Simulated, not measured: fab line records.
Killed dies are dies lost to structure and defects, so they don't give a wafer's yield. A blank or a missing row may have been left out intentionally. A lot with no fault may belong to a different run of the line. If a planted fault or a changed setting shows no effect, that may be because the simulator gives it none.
Matching of chambers || flow n5 finfet || rie si-02 running N5_FIN_SAQP_MANDREL_ETCH_58: 4 sister chambers
The step etches a-Si in HBr/Cl2, stops on SiNx, target depth 45 nm, bt time 10 s, time 27 s. 8 wafers are shown with their chamber, then 7 later ones without.

== WAFERS, EACH WITH ITS CHAMBER ==
{"wafer": "L080.3", "chamber": 0, "throttle valve pct (%)": 35.99, "drypump motor current A (A)": 6.6}
{"wafer": "L080.5", "chamber": 2, "throttle valve pct (%)": 35.78, "drypump motor current A (A)": 5.4}
{"wafer": "L084.3", "chamber": 2, "throttle valve pct (%)": 35.78, "drypump motor current A (A)": 5.4}
{"wafer": "L085.1", "chamber": 3, "throttle valve pct (%)": 35.49, "drypump motor current A (A)": 6.2}
{"wafer": "L085.4", "chamber": 0, "throttle valve pct (%)": 35.98, "drypump motor current A (A)": 6.6}
{"wafer": "L085.6", "chamber": 1, "throttle valve pct (%)": 34.87, "drypump motor current A (A)": 5.8}
{"wafer": "L086.1", "chamber": 3, "throttle valve pct (%)": 35.47, "drypump motor current A (A)": 6.1}
{"wafer": "L086.3", "chamber": 1, "throttle valve pct (%)": 34.88, "drypump motor current A (A)": 5.8}

== WAFERS MISSING THEIR CHAMBER ==
{"wafer": "L086.5", "throttle valve pct (%)": 35.47, "drypump motor current A (A)": 6.2}
{"wafer": "L096.1", "throttle valve pct (%)": 36.02, "drypump motor current A (A)": 6.6}
{"wafer": "L096.3", "throttle valve pct (%)": 35.49, "drypump motor current A (A)": 6.2}
{"wafer": "L096.5", "throttle valve pct (%)": 35.99, "drypump motor current A (A)": 6.6}
{"wafer": "L097.1", "throttle valve pct (%)": 34.91, "drypump motor current A (A)": 5.8}
{"wafer": "L097.3", "throttle valve pct (%)": 35.81, "drypump motor current A (A)": 5.4}
{"wafer": "L097.5", "throttle valve pct (%)": 35.49, "drypump motor current A (A)": 6.2}

== THE CHAMBER EACH PASSED THROUGH ==
{"wafer": "L086.5", "from the rows above": 3, "in truth": 3}
{"wafer": "L096.1", "from the rows above": 0, "in truth": 0}
{"wafer": "L096.3", "from the rows above": 3, "in truth": 3}
{"wafer": "L096.5", "from the rows above": 0, "in truth": 0}
{"wafer": "L097.1", "from the rows above": 1, "in truth": 1}
{"wafer": "L097.3", "from the rows above": 2, "in truth": 2}
{"wafer": "L097.5", "from the rows above": 3, "in truth": 3}
7 of 7 placed correctly. Can't be placed from these rows: 0. 0 placed wrongly.
How it was worked out, from the rows above alone: a wafer's distance from a chamber is the root of the sum, over the readings, of the square of ((its reading less the chamber's mean) divided by the reading's scatter). The wafer belongs to the nearest chamber; if the next one is less than 2 further off, it can't be placed. The mean given for a chamber averages the wafers shown for that chamber. The scatter is the square root of a quotient: the sum, over the shown wafers, of each reading's squared deviation from its chamber's mean, divided by wafers minus chambers.
